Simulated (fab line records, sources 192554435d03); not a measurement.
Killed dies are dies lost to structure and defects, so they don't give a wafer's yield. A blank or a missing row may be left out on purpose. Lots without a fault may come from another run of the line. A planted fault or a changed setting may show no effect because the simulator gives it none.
Chamber matching | flow n5_finfet | N5_BEOL_M1_VIA_ETCH_34 on rie_diel-06: 4 sister chambers
The step etches the open film in C4F6/O2, target depth 67.8 nm, time 64.4 s. 7 wafers are shown with their chamber, then 7 later ones without.

WAFERS WITH THEIR CHAMBER
wafer  | chamber | rf_vpp_V (V) | throttle_valve_pct (%)
L075.4 | 2       | 663          | 30.24
L078.5 | 0       | 682          | 30.73
L080.1 | 1       | 653          | 30.78
L080.2 | 3       | 664          | 30.44
L080.6 | 0       | 683          | 30.71
L086.1 | 3       | 662          | 30.46
L086.4 | 1       | 653          | 30.76

WAFERS WITHOUT THEIR CHAMBER
wafer  | rf_vpp_V (V) | throttle_valve_pct (%)
L086.5 | 652          | 30.76
L093.4 | 662          | 30.46
L093.5 | 664          | 30.49
L093.6 | 662          | 30.27
L096.1 | 664          | 30.28
L096.2 | 662          | 30.49
L096.4 | 682          | 30.75

WHICH CHAMBER EACH WENT THROUGH
wafer  | from the rows above | in truth
L086.5 | 1                   | 1
L093.4 | 3                   | 3
L093.5 | 3                   | 3
L093.6 | 2                   | 2
L096.1 | 2                   | 2
L096.2 | 3                   | 3
L096.4 | 0                   | 0
Placed correctly: 7 of 7. Can't be placed from these rows: 0. Placed wrongly: 0.
How it was worked out, from the rows above alone: a wafer's distance from a chamber is the root of the sum, over the readings, of the square of ((its reading less the chamber's mean) divided by the reading's scatter). The wafer belongs to the nearest chamber; if the next one is less than 2 further off, it can't be placed. A chamber's mean is the mean of its shown wafers. The scatter: the root of (the sum of the squares of (reading less its chamber's mean) over the shown wafers, divided by (wafers less chambers)).
